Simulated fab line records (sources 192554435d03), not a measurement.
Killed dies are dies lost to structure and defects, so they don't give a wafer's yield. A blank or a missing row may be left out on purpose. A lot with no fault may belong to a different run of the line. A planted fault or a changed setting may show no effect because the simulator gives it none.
Matching of chambers / flow n5 finfet / 3 sister chambers for N5_BEOL_M8_PECVD_70 on pecvd-02
The step deposits SiO2 from TEOS/O2, target thk 20 nm, time 22.7 s. 22 wafers are shown with their chamber, then 11 later ones without.

== WAFERS WITH THEIR CHAMBER ==
wafer=L074.1; chamber=2; throttle valve pct (%)=21.7; showerhead plenum p Torr (Torr)=8.80; heater power w (W)=550
wafer=L074.2; chamber=0; throttle valve pct (%)=21.9; showerhead plenum p Torr (Torr)=8.93; heater power w (W)=810
wafer=L074.3; chamber=1; throttle valve pct (%)=22.9; showerhead plenum p Torr (Torr)=8.83; heater power w (W)=577
wafer=L074.4; chamber=0; throttle valve pct (%)=21.9; showerhead plenum p Torr (Torr)=8.92; heater power w (W)=795
wafer=L074.5; chamber=1; throttle valve pct (%)=22.9; showerhead plenum p Torr (Torr)=8.83; heater power w (W)=571
wafer=L074.6; chamber=2; throttle valve pct (%)=21.5; showerhead plenum p Torr (Torr)=8.78; heater power w (W)=564
wafer=L075.2; chamber=1; throttle valve pct (%)=22.7; showerhead plenum p Torr (Torr)=8.79; heater power w (W)=636
wafer=L075.4; chamber=0; throttle valve pct (%)=21.8; showerhead plenum p Torr (Torr)=8.93; heater power w (W)=821
wafer=L075.5; chamber=1; throttle valve pct (%)=22.7; showerhead plenum p Torr (Torr)=8.83; heater power w (W)=634
wafer=L076.1; chamber=0; throttle valve pct (%)=21.9; showerhead plenum p Torr (Torr)=8.93; heater power w (W)=830
wafer=L076.3; chamber=1; throttle valve pct (%)=22.9; showerhead plenum p Torr (Torr)=8.83; heater power w (W)=647
wafer=L076.4; chamber=1; throttle valve pct (%)=22.9; showerhead plenum p Torr (Torr)=8.78; heater power w (W)=653
wafer=L078.1; chamber=0; throttle valve pct (%)=21.9; showerhead plenum p Torr (Torr)=8.91; heater power w (W)=753
wafer=L078.3; chamber=1; throttle valve pct (%)=22.8; showerhead plenum p Torr (Torr)=8.78; heater power w (W)=626
wafer=L078.6; chamber=2; throttle valve pct (%)=21.5; showerhead plenum p Torr (Torr)=8.80; heater power w (W)=590
wafer=L081.1; chamber=1; throttle valve pct (%)=23.0; showerhead plenum p Torr (Torr)=8.81; heater power w (W)=561
wafer=L081.2; chamber=2; throttle valve pct (%)=22.0; showerhead plenum p Torr (Torr)=8.82; heater power w (W)=606
wafer=L081.3; chamber=0; throttle valve pct (%)=21.8; showerhead plenum p Torr (Torr)=8.92; heater power w (W)=775
wafer=L082.1; chamber=2; throttle valve pct (%)=21.6; showerhead plenum p Torr (Torr)=8.79; heater power w (W)=539
wafer=L082.2; chamber=0; throttle valve pct (%)=21.8; showerhead plenum p Torr (Torr)=8.90; heater power w (W)=847
wafer=L082.3; chamber=1; throttle valve pct (%)=22.9; showerhead plenum p Torr (Torr)=8.82; heater power w (W)=621
wafer=L082.4; chamber=0; throttle valve pct (%)=21.7; showerhead plenum p Torr (Torr)=8.93; heater power w (W)=868

SIGNATURES, as means of the wafers listed above
reading=throttle valve pct; chamber 0=21.837; chamber 1=22.856; chamber 2=21.660; scatter within a chamber=0.124
reading=showerhead plenum p Torr; chamber 0=8.9213; chamber 1=8.8111; chamber 2=8.7980; scatter within a chamber=0.0173
reading=heater power w; chamber 0=812.38; chamber 1=614.00; chamber 2=569.80; scatter within a chamber=34.6
Rule: distance of a wafer from a chamber = root of the sum over the readings of ((wafer's reading minus chamber's mean) / reading's scatter) squared. If the next closest chamber is less than 2 further off than the closest, the wafer can't be placed; otherwise it belongs to the closest. The scatter: the root of (the sum of the squares of (reading less its chamber's mean) over the shown wafers, divided by (wafers less chambers)).

== WAFERS WITH NO CHAMBER GIVEN ==
wafer=L082.5; throttle valve pct (%)=23.0; showerhead plenum p Torr (Torr)=8.81; heater power w (W)=637
wafer=L082.6; throttle valve pct (%)=21.8; showerhead plenum p Torr (Torr)=8.79; heater power w (W)=534
wafer=L083.1; throttle valve pct (%)=21.7; showerhead plenum p Torr (Torr)=8.79; heater power w (W)=602
wafer=L083.2; throttle valve pct (%)=22.6; showerhead plenum p Torr (Torr)=8.80; heater power w (W)=668
wafer=L083.4; throttle valve pct (%)=22.2; showerhead plenum p Torr (Torr)=8.94; heater power w (W)=839
wafer=L092.1; throttle valve pct (%)=21.6; showerhead plenum p Torr (Torr)=8.80; heater power w (W)=578
wafer=L092.2; throttle valve pct (%)=21.9; showerhead plenum p Torr (Torr)=8.91; heater power w (W)=767
wafer=L092.5; throttle valve pct (%)=22.0; showerhead plenum p Torr (Torr)=8.92; heater power w (W)=795
wafer=L097.1; throttle valve pct (%)=23.0; showerhead plenum p Torr (Torr)=8.81; heater power w (W)=679
wafer=L097.4; throttle valve pct (%)=22.8; showerhead plenum p Torr (Torr)=8.78; heater power w (W)=704
wafer=L097.5; throttle valve pct (%)=21.8; showerhead plenum p Torr (Torr)=8.81; heater power w (W)=521

== THE CHAMBER EACH PASSED THROUGH ==
wafer=L082.5; from the rows above=1; in truth=1
wafer=L082.6; from the rows above=2; in truth=2
wafer=L083.1; from the rows above=2; in truth=2
wafer=L083.2; from the rows above=1; in truth=1
wafer=L083.4; from the rows above=0; in truth=0
wafer=L092.1; from the rows above=2; in truth=2
wafer=L092.2; from the rows above=0; in truth=0
wafer=L092.5; from the rows above=0; in truth=0
wafer=L097.1; from the rows above=1; in truth=1
wafer=L097.4; from the rows above=1; in truth=1
wafer=L097.5; from the rows above=2; in truth=2
Correct placement for 11 of the 11. Can't be placed from these rows: 0. Placed wrongly: 0.
